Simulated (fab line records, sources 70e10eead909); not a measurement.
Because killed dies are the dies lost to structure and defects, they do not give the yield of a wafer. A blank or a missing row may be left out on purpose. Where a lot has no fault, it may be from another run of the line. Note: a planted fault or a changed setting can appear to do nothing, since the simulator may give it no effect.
Matching of chambers :: flow nandHarc :: NHARC_A_SGD_CUT_CMP_21 on cmp-04 has 4 sister chambers
The step polishes, target thk 148.19 nm. 4 wafers are shown with their chamber, then 9 later ones without.

## WAFERS, EACH WITH ITS CHAMBER
wafer: L084.4
chamber: 1
motorCurrentA (A): 13.0

wafer: L089.6
chamber: 0
motorCurrentA (A): 11.6

wafer: L092.5
chamber: 3
motorCurrentA (A): 12.6

wafer: L092.6
chamber: 2
motorCurrentA (A): 11.9

## WAFERS MISSING THEIR CHAMBER
wafer: L094.1
motorCurrentA (A): 12.4

wafer: L094.3
motorCurrentA (A): 12.6

wafer: L094.6
motorCurrentA (A): 11.2

wafer: L097.1
motorCurrentA (A): 11.8

wafer: L097.2
motorCurrentA (A): 12.5

wafer: L097.3
motorCurrentA (A): 12.0

wafer: L096.1
motorCurrentA (A): 13.4

wafer: L096.2
motorCurrentA (A): 12.2

wafer: L096.6
motorCurrentA (A): 12.6

## WHICH CHAMBER EACH ONE RAN IN
wafer: L094.1
from the rows above: can't be placed: 3 or 2 or 1
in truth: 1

wafer: L094.3
from the rows above: can't be placed: 3 or 1
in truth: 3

wafer: L094.6
from the rows above: can't be placed: 0 or 2
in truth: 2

wafer: L097.1
from the rows above: can't be placed: 2 or 0
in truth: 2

wafer: L097.2
from the rows above: can't be placed: 3 or 1
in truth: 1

wafer: L097.3
from the rows above: can't be placed: 2 or 0
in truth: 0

wafer: L096.1
from the rows above: can't be placed: 1 or 3
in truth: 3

wafer: L096.2
from the rows above: can't be placed: 2 or 3 or 0
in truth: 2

wafer: L096.6
from the rows above: can't be placed: 3 or 1
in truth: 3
Placed correctly: 0 of 9. Not placeable from these rows: 9 (in 9, the candidates include the true chamber). Wrongly placed: 0.
How it was worked out, from the rows above alone: a wafer's distance from a chamber is the root of the sum, over the readings, of the square of ((its reading less the chamber's mean) divided by the reading's scatter). If the next closest chamber is less than 2 further off than the closest, the wafer can't be placed; otherwise it belongs to the closest. The mean given for a chamber averages the wafers shown for that chamber. The scatter: root of mean squared gap, hidden wafer to nearest shown wafer, with one shown wafer a chamber.
